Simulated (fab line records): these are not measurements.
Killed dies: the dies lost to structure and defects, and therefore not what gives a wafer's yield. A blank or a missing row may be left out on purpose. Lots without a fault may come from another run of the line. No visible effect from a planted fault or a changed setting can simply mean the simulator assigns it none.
The tool behind it: which one?	flow n5 finfet	24 lots, 72 wafers sampled, at 6 steps of a route of 1938

WHAT THE GAUGES SHOWED, per wafer
The record holds no reading of a measuring or inspecting step that can be judged against a usual standard deviation.

WHICH TOOL RAN EACH LOT (tool, then ch and the chambers of the sampled wafers, then the start)
lot	N5_GATE_CUT_ETCH_47	N5_GATE_CUT_CMP_23	N5_GATE_CUT_CMP_43	N5_GATE_CUT_CMP_61	N5_MOL_CONTACT_COAG_SPUTTER_130	N5_MOL_CONTACT_COAG_STRIP_96
L074	rie metal-01 ch 0,1, day 4 17:42	cmp-01 ch 0,2,3, day 4 22:53	cmp-03 ch 1,2,3, day 4 23:13	cmp-03 ch 1,2,3, day 4 23:41	pvd sputter-02, day 5 04:55	rie diel-02 ch 0,1,2, day 5 12:04
L075	rie metal-02 ch 0,1, day 4 22:50	cmp-02 ch 0,2, day 5 05:01	cmp-01 ch 0,1,2, day 5 05:23	cmp-01 ch 0,1,2, day 5 05:49	pvd sputter-01, day 5 12:00	rie diel-04 ch 0,1,2, day 5 16:49
L076	rie metal-03 ch 0,1, day 5 05:40	cmp-03 ch 0,3, day 5 09:10	cmp-02 ch 2,3, day 5 09:34	cmp-02 ch 2,3, day 5 09:59	pvd sputter-02, day 5 14:59	rie diel-05 ch 2,3, day 5 19:23
L077	rie metal-02 ch 0,1, day 5 09:24	cmp-01 ch 0,3, day 5 11:55	cmp-02 ch 1,2, day 5 12:14	cmp-02 ch 1,2, day 5 12:43	pvd sputter-01, day 5 19:59	rie diel-04 ch 0,3, day 6 02:13
L078	rie metal-03 ch 0,1, day 5 14:24	cmp-01 ch 1,2,3, day 5 16:13	cmp-02 ch 0,2,3, day 5 16:40	cmp-02 ch 0,2,3, day 5 17:03	pvd sputter-01, day 5 23:13	rie diel-04 ch 0,3, day 6 04:32
L079	rie metal-02 ch 0,1, day 5 22:07	cmp-02 ch 2,3, day 5 23:53	cmp-02 ch 1,2, day 6 00:13	cmp-02 ch 1,2, day 6 00:41	pvd sputter-01, day 6 05:43	rie diel-04 ch 1,2, day 6 10:07
L080	rie metal-03 ch 1, day 6 03:44	cmp-01 ch 0,2,3, day 6 05:35	cmp-03 ch 0,2, day 6 05:55	cmp-03 ch 0,2, day 6 06:21	pvd sputter-01, day 6 13:30	rie diel-02 ch 0,2,3, day 6 18:01
L081	rie metal-01 ch 0,1, day 6 11:30	cmp-02 ch 0,1,2, day 6 13:22	cmp-03 ch 0,1, day 6 13:41	cmp-03 ch 0,1, day 6 14:07	pvd sputter-02, day 6 18:52	rie diel-04 ch 1,2, day 6 23:46
L082	rie metal-01 ch 0,1, day 6 17:14	cmp-03 ch 0,1, day 6 19:02	cmp-01 ch 0,1,3, day 6 19:26	cmp-01 ch 0,1,3, day 6 19:52	pvd sputter-01, day 7 02:13	rie diel-05 ch 1,2,3, day 7 06:52
L083	rie metal-02 ch 0,1, day 7 02:07	cmp-01 ch 0,1,3, day 7 03:56	cmp-01 ch 0,2, day 7 04:14	cmp-01 ch 0,2, day 7 04:43	pvd sputter-01, day 7 09:48	rie diel-04 ch 1,3, day 7 15:08
L084	rie metal-02 ch 0,1, day 7 11:08	cmp-01 ch 0,1, day 7 13:04	cmp-02 ch 0,1,2, day 7 13:35	cmp-02 ch 0,1,2, day 7 13:55	pvd sputter-03, day 8 00:10	rie diel-05 ch 0,2,3, day 8 05:18
L085	rie metal-01 ch 0, day 7 15:17	cmp-03 ch 0,1,2, day 7 17:15	cmp-02 ch 0,1,3, day 7 17:37	cmp-02 ch 0,1,3, day 7 18:03	pvd sputter-02, day 8 00:12	rie diel-02 ch 0,3, day 8 05:27
L086	rie metal-03 ch 0,1, day 7 18:14	cmp-02 ch 0,1,3, day 7 20:18	cmp-03 ch 0,1,3, day 7 20:38	cmp-03 ch 0,1,3, day 7 21:07	pvd sputter-01, day 8 02:31	rie diel-04 ch 0,1,3, day 8 07:36
L087	rie metal-02 ch 0,1, day 7 22:29	cmp-02 ch 2,3, day 8 00:34	cmp-02 ch 0,1, day 8 01:15	cmp-02 ch 0,1, day 8 01:44	pvd sputter-02, day 8 10:12	rie diel-04 ch 0,1,3, day 8 15:08
L088	rie metal-03 ch 0,1, day 8 02:29	cmp-02 ch 0,1,2, day 8 04:20	cmp-03 ch 2,3, day 8 04:40	cmp-03 ch 2,3, day 8 05:06	pvd sputter-02, day 8 12:44	rie diel-02 ch 2,3, day 8 17:23
L089	rie metal-01 ch 1, day 8 09:16	cmp-03 ch 0,1,3, day 8 11:13	cmp-01 ch 0,2, day 8 11:28	cmp-01 ch 0,2, day 8 11:57	pvd sputter-02, day 8 19:19	rie diel-02 ch 0,1,3, day 9 01:37
L090	rie metal-02 ch 0,1, day 8 10:47	cmp-03 ch 0,2,3, day 8 12:34	cmp-01 ch 0,1,2, day 8 12:54	cmp-01 ch 0,1,2, day 8 13:23	pvd sputter-02, day 8 19:28	rie diel-04 ch 0,1,2, day 9 02:56
L091	rie metal-01 ch 0,1, day 8 20:04	cmp-02 ch 0,2,3, day 8 23:55	cmp-03 ch 0,2,3, day 9 00:14	cmp-03 ch 0,2,3, day 9 00:43	pvd sputter-02, day 9 08:44	rie diel-02 ch 0,1,2, day 9 13:18
L092	rie metal-03 ch 0,1, day 9 05:14	cmp-03 ch 1,2,3, day 9 07:08	cmp-02 ch 1,2,3, day 9 07:30	cmp-02 ch 1,2,3, day 9 07:53	pvd sputter-02, day 9 15:17	rie diel-02 ch 0,3, day 9 20:32
L093	rie metal-02 ch 0,1, day 9 06:22	cmp-01 ch 0,1,2, day 9 08:08	cmp-03 ch 0,1,3, day 9 08:28	cmp-03 ch 0,1,3, day 9 08:57	pvd sputter-02, day 9 15:47	rie diel-02 ch 1,2,3, day 9 21:50
L094	rie metal-02 ch 0,1, day 9 13:21	cmp-01 ch 2,3, day 9 15:53	cmp-03 ch 1,2,3, day 9 16:23	cmp-03 ch 1,2,3, day 9 16:46	pvd sputter-01, day 9 23:18	rie diel-02 ch 1,2, day 10 04:53
L095	rie metal-02 ch 0,1, day 9 17:03	cmp-03 ch 1,3, day 9 19:28	cmp-03 ch 1,2,3, day 9 19:54	cmp-03 ch 1,2,3, day 9 20:17	pvd sputter-03, day 10 01:20	rie diel-02 ch 0,2,3, day 10 07:19
L096	rie metal-03 ch 0,1, day 9 21:51	cmp-03 ch 0,1,2, day 9 23:38	cmp-02 ch 0,2,3, day 9 23:58	cmp-02 ch 0,2,3, day 10 00:26	pvd sputter-01, day 10 08:10	rie diel-04 ch 0,1,3, day 10 13:44
L097	rie metal-03 ch 0,1, day 10 07:20	cmp-03 ch 0,3, day 10 09:06	cmp-02 ch 0,1,3, day 10 09:40	cmp-02 ch 0,1,3, day 10 09:59	pvd sputter-03, day 10 18:05	rie diel-02 ch 1,2,3, day 10 23:56
- N5_GATE_CUT_ETCH_47: etches SiO2 in Cl2/BCl3, target depth 10 nm.
- N5_GATE_CUT_CMP_23: polishes, stops on SiO2, t overpolish 23.4 s, target thk 16 nm.
- N5_GATE_CUT_CMP_43: polishes SiO2.
- N5_GATE_CUT_CMP_61: polishes, stops on SiNx, t overpolish 3 s.
- N5_MOL_CONTACT_COAG_SPUTTER_130: material Co, target thk 47.5 nm.
- N5_MOL_CONTACT_COAG_STRIP_96: strips in N2/H2.

WHAT THE TOOLS THEMSELVES READ (means of the sampled wafers that have a number; where no wafer has one, the mark that the record gives instead)
N5_GATE_CUT_ETCH_47.
lot	tool	drypump motor current A (A)	he backside leak sccm (sccm)	oes product au (a.u.)	rf fwd power W (W)	throttle valve pct (%)
L074	rie metal-01	5.3	3.48	0.65	980	23.11
L075	rie metal-02	5.9	3.54	0.91	975	22.81
L076	rie metal-03	6.0	3.30	0.71	974	22.92
L077	rie metal-02	5.9	3.60	0.89	978	22.80
L078	rie metal-03	6.0	3.18	0.78	978	23.03
L079	rie metal-02	5.7	3.48	0.80	979	22.96
L080	rie metal-03	6.0	3.39	0.63	977	22.80
L081	rie metal-01	5.7	3.39	0.67	981	23.10
L082	rie metal-01	5.7	3.41	0.67	979	23.11
L083	rie metal-02	5.7	3.39	0.78	979	22.97
L084	rie metal-02	5.9	3.56	0.86	977	22.81
L085	rie metal-01	4.9	3.36	0.63	982	23.16
L086	rie metal-03	6.0	3.12	0.70	977	22.93
L087	rie metal-02	5.9	3.44	0.86	983	22.82
L088	rie metal-03	6.1	3.07	0.69	978	22.94
L089	rie metal-01	6.1	3.56	0.68	980	23.07
L090	rie metal-02	5.9	3.70	0.84	979	22.81
L091	rie metal-01	5.3	3.38	0.64	981	23.14
L092	rie metal-03	6.0	3.32	0.69	973	22.93
L093	rie metal-02	5.9	3.40	0.83	978	22.83
L094	rie metal-02	5.7	3.47	0.76	977	22.98
L095	rie metal-02	5.7	3.54	0.76	980	22.98
L096	rie metal-03	6.0	3.29	0.69	982	22.95
L097	rie metal-03	6.0	3.37	0.68	981	22.94

N5_GATE_CUT_CMP_23.
lot	tool	motor current A (A)	overpolish run s (s)	time to endpoint s (s)
L074	cmp-01	8.9	23.396	20.2
L075	cmp-02	9.4	23.404	19.1
L076	cmp-03	8.7	23.396	20.2
L077	cmp-01	8.9	23.388	20.9
L078	cmp-01	9.0	23.399	19.6
L079	cmp-02	10.0	23.402	15.8
L080	cmp-01	8.4	23.394	20.1
L081	cmp-02	9.2	23.402	18.2
L082	cmp-03	9.5	23.400	20.1
L083	cmp-01	8.5	23.399	21.3
L084	cmp-01	8.3	23.407	26.2
L085	cmp-03	9.9	23.395	21.5
L086	cmp-02	9.4	23.409	17.7
L087	cmp-02	9.7	23.406	17.1
L088	cmp-02	8.9	23.398	16.4
L089	cmp-03	9.5	23.389	18.6
L090	cmp-03	9.7	23.384	21.3
L091	cmp-02	9.7	23.396	19.7
L092	cmp-03	10.5	23.408	18.3
L093	cmp-01	8.2	23.406	18.9
L094	cmp-01	8.7	23.404	20.9
L095	cmp-03	10.1	23.396	17.1
L096	cmp-03	9.4	23.401	19.3
L097	cmp-03	9.6	23.401	18.4

N5_GATE_CUT_CMP_43.
lot	tool	motor current A (A)
L074	cmp-03	14.1
L075	cmp-01	11.2
L076	cmp-02	13.2
L077	cmp-02	12.4
L078	cmp-02	13.1
L079	cmp-02	11.9
L080	cmp-03	13.6
L081	cmp-03	11.9
L082	cmp-01	11.1
L083	cmp-01	10.3
L084	cmp-02	12.0
L085	cmp-02	12.6
L086	cmp-03	12.9
L087	cmp-02	11.4
L088	cmp-03	13.9
L089	cmp-01	10.7
L090	cmp-01	11.1
L091	cmp-03	13.3
L092	cmp-02	12.9
L093	cmp-03	12.8
L094	cmp-03	13.7
L095	cmp-03	14.3
L096	cmp-02	12.8
L097	cmp-02	12.7

N5_GATE_CUT_CMP_61.
lot	tool	motor current A (A)
L074	cmp-03	13.9
L075	cmp-01	10.8
L076	cmp-02	13.4
L077	cmp-02	12.4
L078	cmp-02	12.9
L079	cmp-02	12.0
L080	cmp-03	13.4
L081	cmp-03	12.2
L082	cmp-01	11.5
L083	cmp-01	10.6
L084	cmp-02	12.0
L085	cmp-02	12.4
L086	cmp-03	12.9
L087	cmp-02	12.1
L088	cmp-03	14.1
L089	cmp-01	10.8
L090	cmp-01	11.1
L091	cmp-03	13.3
L092	cmp-02	12.5
L093	cmp-03	12.6
L094	cmp-03	14.2
L095	cmp-03	14.2
L096	cmp-02	12.9
L097	cmp-02	12.5

N5_MOL_CONTACT_COAG_SPUTTER_130.
lot	tool	susceptor temp C (C)	throttle valve pct (%)
L074	pvd sputter-02	25.07	29.6
L075	pvd sputter-01	24.91	30.1
L076	pvd sputter-02	25.06	30.1
L077	pvd sputter-01	25.13	30.9
L078	pvd sputter-01	25.04	29.4
L079	pvd sputter-01	24.88	29.5
L080	pvd sputter-01	25.01	30.4
L081	pvd sputter-02	25.02	30.2
L082	pvd sputter-01	24.94	29.6
L083	pvd sputter-01	25.06	29.1
L084	pvd sputter-03	25.05	30.1
L085	pvd sputter-02	25.01	29.7
L086	pvd sputter-01	24.97	29.2
L087	pvd sputter-02	24.91	29.4
L088	pvd sputter-02	25.02	29.8
L089	pvd sputter-02	24.87	29.1
L090	pvd sputter-02	25.06	30.1
L091	pvd sputter-02	24.90	29.9
L092	pvd sputter-02	25.02	30.5
L093	pvd sputter-02	25.10	29.7
L094	pvd sputter-01	25.00	29.3
L095	pvd sputter-03	25.03	29.7
L096	pvd sputter-01	25.00	30.0
L097	pvd sputter-03	24.89	29.5

N5_MOL_CONTACT_COAG_STRIP_96.
lot	tool	drypump motor current A (A)	oes product au (a.u.)	rf vpp V (V)	showerhead plenum p Torr (Torr)	throttle valve pct (%)
L074	rie diel-02	5.5	0.79	122.0	3.39	19.0
L075	rie diel-04	5.3	0.79	121.5	3.32	18.8
L076	rie diel-05	5.8	0.73	122.2	3.39	19.1
L077	rie diel-04	5.7	0.72	120.6	3.21	18.9
L078	rie diel-04	5.8	0.72	123.2	3.21	19.0
L079	rie diel-04	5.0	0.85	121.3	3.34	18.7
L080	rie diel-02	5.7	0.80	122.0	3.37	19.1
L081	rie diel-04	5.1	0.78	121.8	3.39	18.9
L082	rie diel-05	5.7	0.80	121.7	3.43	19.0
L083	rie diel-04	5.4	0.71	122.2	3.36	19.0
L084	rie diel-05	5.5	0.80	123.0	3.49	18.7
L085	rie diel-02	5.6	0.77	120.3	3.29	19.3
L086	rie diel-04	5.6	0.71	122.0	3.28	19.0
L087	rie diel-04	5.6	0.70	121.5	3.28	19.0
L088	rie diel-02	5.7	0.77	122.5	3.46	18.9
L089	rie diel-02	5.3	0.83	121.8	3.34	18.9
L090	rie diel-04	5.3	0.76	121.2	3.30	18.9
L091	rie diel-02	5.5	0.76	121.8	3.37	19.0
L092	rie diel-02	5.5	0.82	121.3	3.33	19.0
L093	rie diel-02	5.4	0.82	121.8	3.43	18.7
L094	rie diel-02	5.3	0.80	122.0	3.43	18.6
L095	rie diel-02	5.7	0.76	122.0	3.36	19.1
L096	rie diel-04	5.6	0.70	119.8	3.28	19.0
L097	rie diel-02	5.4	0.80	122.8	3.42	18.7

THE ANSWER, worked out from the rows above alone
Rule: the usual values come from the lots themselves. The widest of any qualifying gaps counts: lots, ordered by their means at a reading, are off when they make up no more than a third of the lots, leave a main group of 4 or more, and stand apart from it by 3 or more times the standard deviation of that group's means. If all means in a main group match to the digits the tables above print for the reading, that group is not used. A lot without any number at a reading at which 4 lots or more have one is off too. The other lots that the step has rows for count as sound. First the gauges in route order, then the tools' own readings, where a lot's mean is used as printed above. The first step at which some lot is off is used, and at that step the reading that is off furthest; a lot without a number counts as furthest.
Across all readings shown, no lot is off: no conclusion can be drawn from this.

WHAT WAS PUT IN BY THE SIMULATOR
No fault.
